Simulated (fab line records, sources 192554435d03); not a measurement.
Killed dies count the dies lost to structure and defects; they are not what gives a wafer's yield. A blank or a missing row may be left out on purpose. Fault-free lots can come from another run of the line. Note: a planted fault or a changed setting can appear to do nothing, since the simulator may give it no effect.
Matching of chambers	flow n5_finfet	N5_BEOL_M2_CMP_52 on cmp-03: 4 sister chambers
The step polishes, stops on SiOC, t overpolish 6.8 s, target thk 40 nm. 20 wafers are shown with their chamber, then 10 later ones without.

WAFERS PAIRED WITH THEIR CHAMBERS
wafer	chamber	motor_current_A (A)	overpolish_run_s (s)	barrier_field_endpoint_s (s)
L078.1	3	7.0	6.803	24.4
L078.3	2	5.9	6.787	24.5
L078.5	0	5.7	6.783	25.2
L080.1	3	7.1	6.798	24.2
L080.3	0	5.8	6.788	25.5
L080.4	2	5.7	6.795	25.2
L082.1	3	7.0	6.810	25.2
L082.3	1	7.0	6.806	25.0
L082.4	0	5.6	6.793	26.1
L083.1	0	5.3	6.801	24.4
L083.3	1	6.9	6.794	24.6
L083.6	0	6.1	6.788	25.1
L087.3	2	6.0	6.804	24.3
L087.5	1	7.0	6.805	24.1
L087.6	0	6.0	6.786	24.5
L088.1	2	5.6	6.792	25.0
L088.3	3	6.5	6.799	24.6
L088.5	0	5.8	6.807	25.6
L089.3	2	5.5	6.810	24.2
L089.5	1	7.1	6.801	25.1

SIGNATURES, as means of the wafers listed above
reading	chamber 0	chamber 1	chamber 2	chamber 3	scatter within a chamber
motor_current_A	5.757	7.000	5.740	6.900	0.228
overpolish_run_s	6.79229	6.80150	6.79760	6.80250	0.00782
barrier_field_endpoint_s	25.200	24.700	24.640	24.600	0.509
Rule: a wafer lies at a distance from a chamber equal to the root of the sum of squares, over the readings, of (its reading less the chamber's mean, divided by the reading's scatter). The wafer belongs to the nearest chamber; if the next one is less than 2 further off, it can't be placed. The scatter: take each reading less its chamber's mean, square it, sum over the shown wafers, divide by the number of wafers less the number of chambers, and take the root.

WAFERS WHOSE CHAMBER IS MISSING
wafer	motor_current_A (A)	overpolish_run_s (s)	barrier_field_endpoint_s (s)
L089.6	5.5	6.800	25.1
L094.1	6.7	6.788	23.3
L094.3	5.7	6.788	23.5
L094.4	6.7	6.811	23.5
L097.2	5.8	6.805	24.5
L097.5	6.7	6.796	24.0
L097.6	5.8	6.808	24.7
L096.1	7.1	6.783	24.6
L096.5	7.0	6.804	25.5
L096.6	5.5	6.811	25.7

WHICH CHAMBER EACH WENT THROUGH
wafer	from the rows above	in truth
L089.6	can't be placed: 2 or 0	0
L094.1	can't be placed: 3 or 1 or 2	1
L094.3	can't be placed: 2 or 0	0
L094.4	can't be placed: 3 or 1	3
L097.2	can't be placed: 2 or 0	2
L097.5	can't be placed: 3 or 1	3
L097.6	can't be placed: 2 or 0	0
L096.1	can't be placed: 1 or 3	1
L096.5	can't be placed: 1 or 3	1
L096.6	can't be placed: 0 or 2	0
Placed correctly: 0 of 10. Cannot be placed on the basis of these rows: 10; the candidates contain the true chamber in 10. 0 placed wrongly.
